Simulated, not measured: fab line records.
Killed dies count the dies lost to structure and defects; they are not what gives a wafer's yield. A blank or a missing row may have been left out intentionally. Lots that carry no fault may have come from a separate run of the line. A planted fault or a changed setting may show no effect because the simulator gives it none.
fab line records :: flow n5Finfet
[record]
  lots = 4
  wafers = 12
  lastDay = 19
route steps=1938 shown BEOL_M10@1529 BEOL_M11@1536
lots with no fault: from the same line, run without faults
startH: the number of hours between the record's first day and the start of the first shown wafer of the lot :: waitH: how many hours have passed since the lot's step before this one :: " identical to the entry in the row above :: L1.1+2: a row that stands for several wafers :: - no value, or no start given :: * or withheld: withheld :: < > ~ a bound
route shown NAME@n: NAME is a module with steps in the file, n the number in the route of the first one :: usual: mean and standard deviation over wafers with no fault :: same: alike in all rows :: chamber/n: place in a boat :: sites: readings site by site :: _std_site: the values' standard deviation :: _edge_site: the outer-site mean with the inner-site mean subtracted :: radiusMm: for every site, how far away it sits from the centre of the wafer :: mask NAME#n: copy n :: behind: the tool/chamber that last shaped the wafer :: hold: cause of the lot's hold/its duration in hours/its outcome :: device: which transistor (n, p or np) failed to switch :: end of line: tests run on the same wafers once the route is complete :: for a step that has no rows: nothing shown but its recipe :: killed: not the wafer's yield, but the dies lost to structure and defects at the first sort :: map: a wafer's dies, marking killed ones x, the rest . and places with no die _
set.NAME: the setting the step ran with; set.NAME@STEP: the setting that earlier step ran with :: model.NAME: the simulator's own value behind a step, which no gauge read
lots at selected steps of the route; one table per step, one row per wafer
services: from which hour (startH, from the record's first day; less than 0 if before it) a tool's chamber was out of use, for how many hours, and why
[[steps]]
[step N5_BEOL_M10_ANNEAL_51]
[recipe]
  tempC = 225
  timeS = 90
  ambient = N2
[step N5_BEOL_M10_CMP_52]
[recipe]
  stopOn = SiCOH_lowk
  tOverpolishS = 7
  downForcePsi = 1
  platenRpm = 50
  clearingPlatenDownForcePsi = 1.5
  clearingPlatenRpm = 50
  postCmpClean = cuAlkaline
  targetThkNm = 140
  clearingPlatenPadVelocityMS = 0.99484
  padVelocityMS = 0.99484
[step N5_BEOL_M10_PRE_CLEAN_55]
[recipe]
  gas = NH3
  timeS = 15
  tempC = withheld
  rfPowerW = 300
[step N5_BEOL_M10_DEP_56]
[recipe]
  material = SiCN
  targetThkA = 150
  tempC = withheld
  precursor = 3MS/NH3
  pressureTorr = 3
  rfW = 202
  timeS = 26.5
[step N5_BEOL_M11_ILD_DEP_00]
[recipe]
  material = SiCOH_lowk
  targetThkA = 3085.1
  tempC = 300
  precursor = DEMS/porogen
  pressureTorr = 5
  rfW = 500
  timeS = 58
[step N5_BEOL_M11_CURE_71]
[recipe]
  tempC = 385
  timeS = 240
  ambient = He/Ar
  material = SiCOH_lowk
[step N5_BEOL_M11_PECVD_70]
[recipe]
  material = SiO2
  targetThkA = 200
  tempC = 400
  precursor = TEOS/O2
  pressureTorr = 5.5
  rfW = 450
  teosFlowSccm = 53.8
  gas = O2
  flowSccm = 3000
  timeS = 22.7
[step N5_BEOL_M11_HM_DEP_02]
[recipe]
  material = TiN
  targetThkA = 200
  tempC = 25
  chamberPressurePa = 0.49996
[step N5_BEOL_M11_COAT_59]
[recipe]
  resist = SOC
  tempC = 250
  timeS = 60
  spinRpm = 1500
  resistThkNm = 100
[usual]
  spinSpeedRpm = 1499.9/1.1
lot.wafer: L176.1
tool: lithoTrack-02
chamber: 0
startH: 313.20
waitH: 0.1
spinSpeedRpm: 1497.4
model.SOC_of_BEOL_M11_COAT_59.thkNm: 99.4

lot.wafer: L176.5
tool: lithoTrack-02
chamber: 0
startH: 313.20
waitH: 0.1
spinSpeedRpm: 1499.5
model.SOC_of_BEOL_M11_COAT_59.thkNm: 99.8

lot.wafer: L176.6
tool: lithoTrack-02
chamber: 0
startH: 313.20
waitH: 0.1
spinSpeedRpm: 1499.8
model.SOC_of_BEOL_M11_COAT_59.thkNm: 99.6

lot.wafer: L179.3
tool: lithoTrack-02
chamber: 0
startH: 363.50
waitH: 0.1
spinSpeedRpm: 1752.6
model.SOC_of_BEOL_M11_COAT_59.thkNm: 92.4

lot.wafer: L179.5
tool: lithoTrack-02
chamber: 0
startH: 363.50
waitH: 0.1
spinSpeedRpm: 1754.3
model.SOC_of_BEOL_M11_COAT_59.thkNm: 92.8

lot.wafer: L179.6
tool: lithoTrack-02
chamber: 0
startH: 363.50
waitH: 0.1
spinSpeedRpm: 1753.6
model.SOC_of_BEOL_M11_COAT_59.thkNm: 92.8

lot.wafer: L178.2
tool: lithoTrack-02
chamber: 0
startH: 366.08
waitH: 0.1
spinSpeedRpm: 1752.6
model.SOC_of_BEOL_M11_COAT_59.thkNm: 92.6

lot.wafer: L178.3
tool: lithoTrack-02
chamber: 0
startH: 366.08
waitH: 0.1
spinSpeedRpm: 1753.3
model.SOC_of_BEOL_M11_COAT_59.thkNm: 92.8

lot.wafer: L178.5
tool: lithoTrack-02
chamber: 0
startH: 366.08
waitH: 0.1
spinSpeedRpm: 1751.0
model.SOC_of_BEOL_M11_COAT_59.thkNm: 93

lot.wafer: L188.3
tool: lithoTrack-01
chamber: 0
startH: 407.12
waitH: 0.1
spinSpeedRpm: 1499.8
model.SOC_of_BEOL_M11_COAT_59.thkNm: 99.8

lot.wafer: L188.4
tool: lithoTrack-01
chamber: 0
startH: 407.12
waitH: 0.1
spinSpeedRpm: 1499.9
model.SOC_of_BEOL_M11_COAT_59.thkNm: 99.2

lot.wafer: L188.6
tool: lithoTrack-01
chamber: 0
startH: 407.12
waitH: 0.1
spinSpeedRpm: 1498.7
model.SOC_of_BEOL_M11_COAT_59.thkNm: 99.4
[step N5_BEOL_M11_COAT_60]
[recipe]
  resist = SiARC
  tempC = 220
  timeS = 60
  spinRpm = 1500
  resistThkNm = 30
[step N5_BEOL_M11_COAT_05]
[recipe]
  resist = CAR-ArF
  spinRpm = 1500
  resistThkNm = 90
[step N5_BEOL_M11_EBR_07]
[recipe]
  solvent = PGMEA
  ebrWidthMm = 1.5
[step N5_BEOL_M11_SOFTBAKE_06]
[recipe]
  tempC = 110
  timeS = 60
  resist = CAR-ArF
[step N5_BEOL_M11_EXPOSE_08]
[recipe]
  maskId = M11
  na = 1.35
  sourceShape = dipole
  sigmaInner = 0.411
  sigmaOuter = 0.611
  polarization = te
  doseMj = 53.75
[step N5_BEOL_M11_PEB_09]
[recipe]
  pebTempC = withheld
  pebTimeS = 60
  resist = CAR-ArF
[step N5_BEOL_M11_DEVELOP_10]
[recipe]
  developTimeS = 30
  developer = TMAH
  resist = CAR-ArF
  rinseLiquid = diw
  dry = airSpin
  devTempC = 23
[step N5_BEOL_M11_DESCUM_16]
[recipe]
  chemistry = O2
  timeS = 7.9
  sourcePowerW = 50
  biasPowerW = 20
  pressureMtorr = 20
  rfFrequencyHz = 2.712e+07
  tempC = 40
  resist = CAR-ArF
  o2FlowSccm = 225
[step N5_BEOL_M11_ETCH_61]
[recipe]
  chemistry = CF4
  target = SiARC
  targetDepthA = 390
  maskMaterial = CAR-ArF
  timeS = 65
  ionEnergyEv = 80
  pressureMtorr = 40
  sourceW = 545
  biasW = 36
  Ar_flow_sccm = 100
  cf4FlowSccm = 100
  ends = cleared
[step N5_BEOL_M11_ETCH_62]
[recipe]
  chemistry = N2/H2
  target = SOC
  targetDepthA = 1100
  overetchA = 220
  maskMaterial = SiARC
  tempC = 40
  timeS = 165
  ionEnergyEv = 200
  pressureMtorr = 30
  sourceW = 840
  biasW = 150
  n2FlowSccm = 200
  h2FlowSccm = 200
[usual]
  biasW = 150.0/0.48
  drypumpMotorCurrentA = 5.8/0.42
  h2FlowSccm = 200.0/0.58
  oesProductAu = 0.67/0.067
  rfVppV = 524.0/2.7
  showerheadPlenumPTorr = 2.55/0.088
  tempC = 40.00/0.12
  throttleValvePct = 17.83/0.22
lot.wafer: L176.1
tool: rieDiel-02
chamber: 2
startH: 313.75
waitH: 0.0
biasW: 150.4
drypumpMotorCurrentA: 6.0
h2FlowSccm: 199.9
oesProductAu: 0.60
rfHoursCounterH: 206
rfVppV: 525.6
showerheadPlenumPTorr: 2.62
tempC: 40.00
throttleValvePct: 17.89
model.etch.depthNm: 99.45

lot.wafer: L176.5
tool: rieDiel-02
chamber: 3
startH: 313.75
waitH: 0.0
biasW: 149.5
drypumpMotorCurrentA: 5.8
h2FlowSccm: 199.7
oesProductAu: 0.64
rfHoursCounterH: -
rfVppV: 522.5
showerheadPlenumPTorr: 2.45
tempC: 39.87
throttleValvePct: 18.20
model.etch.depthNm: 99.81

lot.wafer: L176.6
tool: rieDiel-02
chamber: 2
startH: 313.75
waitH: 0.0
biasW: 150.1
drypumpMotorCurrentA: 6.0
h2FlowSccm: 199.2
oesProductAu: 0.60
rfHoursCounterH: -
rfVppV: 525.2
showerheadPlenumPTorr: 2.62
tempC: 40.08
throttleValvePct: 17.87
model.etch.depthNm: 99.51

lot.wafer: L179.3
tool: rieDiel-02
chamber: 1
startH: 363.91
waitH: 0.0
biasW: 150.7
drypumpMotorCurrentA: 6.3
h2FlowSccm: 200.5
oesProductAu: 0.69
rfHoursCounterH: 64
rfVppV: 524.3
showerheadPlenumPTorr: 2.57
tempC: 39.97
throttleValvePct: 17.68
model.etch.depthNm: 92.41

lot.wafer: L179.5
tool: rieDiel-02
chamber: 1
startH: 363.91
waitH: 0.0
biasW: 150.5
drypumpMotorCurrentA: 6.3
h2FlowSccm: 200.7
oesProductAu: 0.68
rfHoursCounterH: -
rfVppV: 525.6
showerheadPlenumPTorr: 2.57
tempC: 39.71
throttleValvePct: 17.68
model.etch.depthNm: 92.78

lot.wafer: L179.6
tool: rieDiel-02
chamber: 0
startH: 363.91
waitH: 0.0
biasW: 149.8
drypumpMotorCurrentA: 5.6
h2FlowSccm: 200.6
oesProductAu: 0.68
rfHoursCounterH: -
rfVppV: 521.5
showerheadPlenumPTorr: 2.46
tempC: 39.92
throttleValvePct: 17.69
model.etch.depthNm: 92.77

lot.wafer: L178.2
tool: rieDiel-03
chamber: 3
startH: 366.62
waitH: 0.0
biasW: 150.7
drypumpMotorCurrentA: 5.5
h2FlowSccm: 199.7
oesProductAu: 0.68
rfHoursCounterH: 70
rfVppV: 530.4
showerheadPlenumPTorr: 2.69
tempC: 40.04
throttleValvePct: 17.67
model.etch.depthNm: 92.52

lot.wafer: L178.3
tool: rieDiel-03
chamber: 1
startH: 366.62
waitH: 0.0
biasW: 150.2
drypumpMotorCurrentA: 6.0
h2FlowSccm: 199.9
oesProductAu: 0.76
rfHoursCounterH: 15
rfVppV: 526.5
showerheadPlenumPTorr: 2.60
tempC: 40.16
throttleValvePct: 17.70
model.etch.depthNm: 92.74

lot.wafer: L178.5
tool: rieDiel-03
chamber: 2
startH: 366.62
waitH: 0.0
biasW: 150.4
drypumpMotorCurrentA: 5.3
h2FlowSccm: 200.5
oesProductAu: 0.71
rfHoursCounterH: -
rfVppV: 527.7
showerheadPlenumPTorr: 2.70
tempC: 40.07
throttleValvePct: 17.73
model.etch.depthNm: 92.97

lot.wafer: L188.3
tool: rieDiel-02
chamber: 2
startH: 407.65
waitH: 0.0
biasW: 149.3
drypumpMotorCurrentA: 6.0
h2FlowSccm: 200.5
oesProductAu: 0.59
rfHoursCounterH: 233
rfVppV: 524.1
showerheadPlenumPTorr: 2.60
tempC: 40.23
throttleValvePct: 17.93
model.etch.depthNm: 99.71

lot.wafer: L188.4
tool: rieDiel-02
chamber: 0
startH: 407.65
waitH: 0.0
biasW: 149.4
drypumpMotorCurrentA: 5.6
h2FlowSccm: 199.5
oesProductAu: 0.69
rfHoursCounterH: 90
rfVppV: 522.0
showerheadPlenumPTorr: 2.46
tempC: 40.14
throttleValvePct: 17.75
model.etch.depthNm: 99.23

lot.wafer: L188.6
tool: rieDiel-02
chamber: 0
startH: 407.65
waitH: 0.0
biasW: 149.4
drypumpMotorCurrentA: 5.6
h2FlowSccm: 199.6
oesProductAu: 0.69
rfHoursCounterH: -
rfVppV: 518.8
showerheadPlenumPTorr: 2.46
tempC: 40.16
throttleValvePct: 17.72
model.etch.depthNm: 99.38
[step N5_BEOL_M11_STRIP_68]
[recipe]
  chemistry = N2/H2
  tempC = 40
  n2FlowSccm = 200
  h2FlowSccm = 200
  rfFrequencyHz = 6e+07
[step N5_BEOL_M11_STRIP_67]
[recipe]
  chemistry = CF4
  resist = SiARC
  powerW = 300
  biasPowerW = 75
  pressureMtorr = 50
  cf4FlowSccm = 150
  rfFrequencyHz = 6e+07
[step N5_BEOL_M11_HM_OPEN_17]
[recipe]
  chemistry = Cl2/BCl3
  targetDepthA = 200
  overetchA = 60
  target = TiN
  maskMaterial = SOC
  ionEnergyEv = 150
  pressureMtorr = 10
  icpW = 1000
  biasW = 126
  Cl2_flow_sccm = 53.25
  bcl3FlowSccm = 21.75
  Ar_flow_sccm = 25
[usual]
  biasW = 126.1/0.4
  drypumpMotorCurrentA = 5.95/0.14
  mfcArSccm = 25.01/0.074
  oesProductAu = 0.69/0.063
  throttleValvePct = 22.03/0.26
lot.wafer: L176.1
tool: rieMetal-03
chamber: 0
startH: 313.93
waitH: 0.0
biasW: 125.9
drypumpMotorCurrentA: 5.80
mfcArSccm: 25.04
oesProductAu: 0.77
rfHoursCounterH: 14
throttleValvePct: 22.32
model.SOC_of_BEOL_M11_COAT_59.thkNm: 91.4

lot.wafer: L176.5
tool: rieMetal-03
chamber: 1
startH: 313.93
waitH: 0.0
biasW: 125.5
drypumpMotorCurrentA: 5.97
mfcArSccm: 25.06
oesProductAu: 0.75
rfHoursCounterH: -
throttleValvePct: 21.82
model.SOC_of_BEOL_M11_COAT_59.thkNm: 92

lot.wafer: L176.6
tool: rieMetal-03
chamber: 0
startH: 313.93
waitH: 0.0
biasW: 126.2
drypumpMotorCurrentA: 5.79
mfcArSccm: 24.84
oesProductAu: 0.77
rfHoursCounterH: -
throttleValvePct: 22.32
model.SOC_of_BEOL_M11_COAT_59.thkNm: 91.6

lot.wafer: L179.3
tool: rieMetal-02
chamber: 0
startH: 364.13
waitH: 0.1
biasW: 126.4
drypumpMotorCurrentA: 6.14
mfcArSccm: 24.99
oesProductAu: 0.64
rfHoursCounterH: -
throttleValvePct: 22.41
model.SOC_of_BEOL_M11_COAT_59.thkNm: 84.6

lot.wafer: L179.5
tool: rieMetal-02
chamber: 1
startH: 364.13
waitH: 0.1
biasW: 126.3
drypumpMotorCurrentA: 5.84
mfcArSccm: 25.02
oesProductAu: 0.63
rfHoursCounterH: -
throttleValvePct: 21.86
model.SOC_of_BEOL_M11_COAT_59.thkNm: 85

lot.wafer: L179.6
tool: rieMetal-02
chamber: 0
startH: 364.13
waitH: 0.1
biasW: 126.3
drypumpMotorCurrentA: 6.14
mfcArSccm: 25.04
oesProductAu: 0.64
rfHoursCounterH: -
throttleValvePct: 22.42
model.SOC_of_BEOL_M11_COAT_59.thkNm: 84.8

lot.wafer: L178.2
tool: rieMetal-01
chamber: 0
startH: 366.81
waitH: 0.0
biasW: 126.4
drypumpMotorCurrentA: 6.03
mfcArSccm: 24.99
oesProductAu: 0.82
rfHoursCounterH: 2
throttleValvePct: 21.70
model.SOC_of_BEOL_M11_COAT_59.thkNm: 84.6

lot.wafer: L178.3
tool: rieMetal-01
chamber: 0
startH: 366.81
waitH: 0.0
biasW: 126.2
drypumpMotorCurrentA: 6.03
mfcArSccm: 25.07
oesProductAu: 0.81
rfHoursCounterH: -
throttleValvePct: 21.71
model.SOC_of_BEOL_M11_COAT_59.thkNm: 84.8

lot.wafer: L178.5
tool: rieMetal-01
chamber: 1
startH: 366.81
waitH: 0.0
biasW: 125.7
drypumpMotorCurrentA: 5.89
mfcArSccm: 24.99
oesProductAu: 0.69
rfHoursCounterH: -
throttleValvePct: 21.84
model.SOC_of_BEOL_M11_COAT_59.thkNm: 85.2

lot.wafer: L188.3
tool: rieMetal-02
chamber: 0
startH: 407.88
waitH: 0.1
biasW: 125.6
drypumpMotorCurrentA: 6.17
mfcArSccm: 25.14
oesProductAu: 0.63
rfHoursCounterH: -
throttleValvePct: 22.39
model.SOC_of_BEOL_M11_COAT_59.thkNm: 91.8

lot.wafer: L188.4
tool: rieMetal-02
chamber: 1
startH: 407.88
waitH: 0.1
biasW: 126.2
drypumpMotorCurrentA: 5.82
mfcArSccm: 25.02
oesProductAu: 0.62
rfHoursCounterH: -
throttleValvePct: 21.87
model.SOC_of_BEOL_M11_COAT_59.thkNm: 91.4

lot.wafer: L188.6
tool: rieMetal-02
chamber: 0
startH: 407.88
waitH: 0.1
biasW: 126.2
drypumpMotorCurrentA: 6.18
mfcArSccm: 25.08
oesProductAu: 0.64
rfHoursCounterH: -
throttleValvePct: 22.40
model.SOC_of_BEOL_M11_COAT_59.thkNm: 91.4
[step N5_BEOL_M11_STRIP_19]
[recipe]
  chemistry = O2
  powerW = 400
  tempC = 40
  pressureMtorr = 30
  rfFrequencyHz = 6e+07
  biasPowerW = 0
  overashFraction = 0.2
  o2FlowSccm = 225
[[services]]
tool: rieMetal-01
chamber: 0
startH: 308.48
hours: -
kind: clean

tool: rieMetal-01
chamber: 0
startH: 308.48
hours: 14.4
kind: scheduledDown

tool: rieMetal-01
chamber: 0
startH: 308.48
hours: 14.4
kind: ventCycle

tool: rieDiel-03
chamber: 3
startH: 318.68
hours: 3.2
kind: repair

tool: lithoTrack-01
chamber: -
startH: 371.14
hours: -
kind: consumableReplace:filter

tool: rieDiel-03
chamber: 2
startH: 381.01
hours: 1.2
kind: repair

tool: rieDiel-02
chamber: -
startH: 383.04
hours: 0.7
kind: repair

tool: rieDiel-03
chamber: 1
startH: 388.62
hours: 8.8
kind: repair
[[key]]
[firstSign]
  step = N5_BEOL_M11_COAT_59
  reading = spinSpeedRpm
  direction = up
  sigmas = 99+
  usual = *
  struck = *
effect none on later readings
[modelEffect]
  step = N5_BEOL_M11_COAT_59
  value = SOC_of_BEOL_M11_COAT_59.thkNm
  without = 100.2
  struck = 92.73
[modelEffect]
  step = N5_BEOL_M11_ETCH_62
  value = etch.depthNm
  without = 100.2
  struck = 92.7
[modelEffect]
  step = N5_BEOL_M11_HM_OPEN_17
  value = SOC_of_BEOL_M11_COAT_59.thkNm
  without = 92.3
  struck = 84.83
metAt N5_BEOL_M11_COAT_59
struckWafers L178.2,L178.3,L178.5,L179.3,L179.5,L179.6
onsetBetween 313.20 363.50
[fault]
  kind = processParameterDrift
  tool = lithoTrack-02
  chamber = -
  onsetH = 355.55
  steps = N5_BEOL_M11_COAT_59
  channel = spinRpm
  offset = *
  shape = step
  endH = 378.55
  actsIn = *
  stated = *
